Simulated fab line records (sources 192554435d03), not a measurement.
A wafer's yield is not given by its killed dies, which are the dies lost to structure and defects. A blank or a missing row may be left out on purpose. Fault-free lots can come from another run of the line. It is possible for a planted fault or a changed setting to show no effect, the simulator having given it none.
Lot-split experiment | flow n5Finfet | 21 wafers read from 7 lots, route of 1938 steps

ABOUT THE SPLIT
At N5_BEOL_M7_COAT_64 (time 60 s, resist thk 12 nm), the setting spinRpm was moved away from the recipe's 1500 rpm on 6 of the 21 wafers read, by -10.1% to +6.8%. For the rest of the wafers, this setting stayed at what the recipe calls for.

FROM THE SPLIT TO THE READING: what the file shows between them, 5 steps
- N5_BEOL_M7_COAT_71: time 60 s, resist thk 5 nm
- N5_BEOL_M7_COAT_22: resist thk 30 nm
- N5_BEOL_M7_DESCUM_33: chemistry O2, time 7 s
- N5_BEOL_M7_ETCH_72: etches underlayer in N2/H2, target depth 6.5 nm, time 5.2 s
- N5_BEOL_M7_ETCH_65: etches SiARC in CF4, target depth 15.6 nm, time 26 s

THE READING
SiARC_of_BEOL_M7_COAT_64.thkNm (the simulator's own value, which no gauge read), in nm, at N5_BEOL_M7_ETCH_66 (etches SOC in N2/H2, target depth 80 nm, overetch 16 nm, time 120 s). The file does not state a usual value for it. Average 6.3 nm, standard deviation 0.19 nm, over the 15 wafers here run with the recipe.

wafer  | tool, chamber at the split | spinRpm as run, rpm | against the recipe | SiARC_of_BEOL_M7_COAT_64.thkNm, nm | against lot-mates on the recipe
L075.1 | lithoTrack-03, 0           | 1349                | -10.1%             | 6.8                                | +0.6
L075.2 | lithoTrack-03, 0           | 1500                | recipe             | 6.4                                | -
L075.3 | lithoTrack-03, 0           | 1500                | recipe             | 6                                  | -
L076.3 | lithoTrack-03, 0           | 1348                | -10.1%             | 7                                  | +0.4
L076.4 | lithoTrack-03, 0           | 1348                | -10.1%             | 7.4                                | +0.8
L076.5 | lithoTrack-03, 0           | 1500                | recipe             | 6.6                                | -
L087.1 | lithoTrack-04, 0           | 1500                | recipe             | 6.2                                | -
L087.5 | lithoTrack-04, 0           | 1500                | recipe             | 6.4                                | -
L087.6 | lithoTrack-04, 0           | 1602                | +6.8%              | 6                                  | -0.3
L090.2 | lithoTrack-03, 0           | 1500                | recipe             | 6                                  | -
L090.5 | lithoTrack-03, 0           | 1500                | recipe             | 6.2                                | -
L090.6 | lithoTrack-03, 0           | 1500                | recipe             | 6.2                                | -
L092.2 | lithoTrack-01, 0           | 1354                | -9.7%              | 7.2                                | +0.6
L092.6 | lithoTrack-01, 0           | 1354                | -9.7%              | 7.2                                | +0.6
L092.3 | lithoTrack-01, 0           | 1500                | recipe             | 6.6                                | -
L093.1 | lithoTrack-03, 0           | 1500                | recipe             | 6.2                                | -
L093.2 | lithoTrack-03, 0           | 1500                | recipe             | 6.2                                | -
L093.6 | lithoTrack-03, 0           | 1500                | recipe             | 6                                  | -
L094.2 | lithoTrack-04, 0           | 1500                | recipe             | 6.2                                | -
L094.4 | lithoTrack-04, 0           | 1500                | recipe             | 6.4                                | -
L094.6 | lithoTrack-04, 0           | 1500                | recipe             | 6.4                                | -

THE FIT
A straight line over all 21 wafers: SiARC_of_BEOL_M7_COAT_64.thkNm changes by -0.0794 nm for each +1% of spinRpm; r = -0.88; the points scatter about the line by 0.21 nm.
The same after taking each lot's own level away (the mean of its wafers on the recipe; 21 wafers): -0.0581 nm for each +1%; r = -0.92; scatter 0.12 nm.
Per that fit: largest spinRpm move, reading shift of 0.59 nm.
The lots' own levels span 6.13 to 6.60 nm, that is 2.5 times the standard deviation above.
So the slope is not independent of the lot-to-lot level: the two fits are not the same.
Check: with one of the wafers moved furthest among these (-10.1%) left out of the fit, the line predicts +0.645 nm for it against its lot-mates. Against them it came out at +0.4 nm.

THESE WAFERS: OTHER SPLITS
Other splits were also applied to these wafers ahead of the reading. Each is held against what the fit with the lots' levels taken away leaves over:
other split on the same wafers | wafers away from the commonest value | r with SiARC_of_BEOL_M7_COAT_64.thkNm (lot level and that fit taken away)
N5_BEOL_M4_DESCUM_33 timeS     | 9                                    | -0.01
N5_BEOL_M5_COAT_74 spinRpm     | 8                                    | +0.04
N5_BEOL_M5_EXPOSE_25 doseMj    | 6                                    | +0.13
N5_BEOL_M5_DEP_56 timeS        | 9                                    | +0.04
N5_BEOL_M7_ETCH_61 sourceW     | 7                                    | -0.03

THE WHOLE CHAIN: every reading that the file lists as answering this split, in the file's order
step               | what it does                                                        | reading                                                                           | change (the file's fit)                | r (the file's)
N5_BEOL_M7_COAT_64 | time 60 s, resist thk 12 nm                                         | SiARC_of_BEOL_M7_COAT_64.thkNm (the simulator's own value, which no gauge read)   | -0.0599 nm for each +1% of the setting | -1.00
N5_BEOL_M7_ETCH_65 | etches SiARC in CF4, target depth 15.6 nm, time 26 s                | etch.depthNm (the simulator's own value, which no gauge read)                     | -0.0659 nm for each +1% of the setting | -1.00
N5_BEOL_M7_ETCH_65 | etches SiARC in CF4, target depth 15.6 nm, time 26 s                | CAR-EUV_of_BEOL_M7_COAT_22.thkNm (the simulator's own value, which no gauge read) | +0.0495 nm for each +1% of the setting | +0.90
N5_BEOL_M7_ETCH_66 | etches SOC in N2/H2, target depth 80 nm, overetch 16 nm, time 120 s | SiARC_of_BEOL_M7_COAT_64.thkNm (the simulator's own value, which no gauge read)   | -0.058 nm for each +1% of the setting  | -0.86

THE FILE'S OWN FIT
SiARC_of_BEOL_M7_COAT_64.thkNm changes by -0.058 nm for each +1% of spinRpm, r = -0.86.
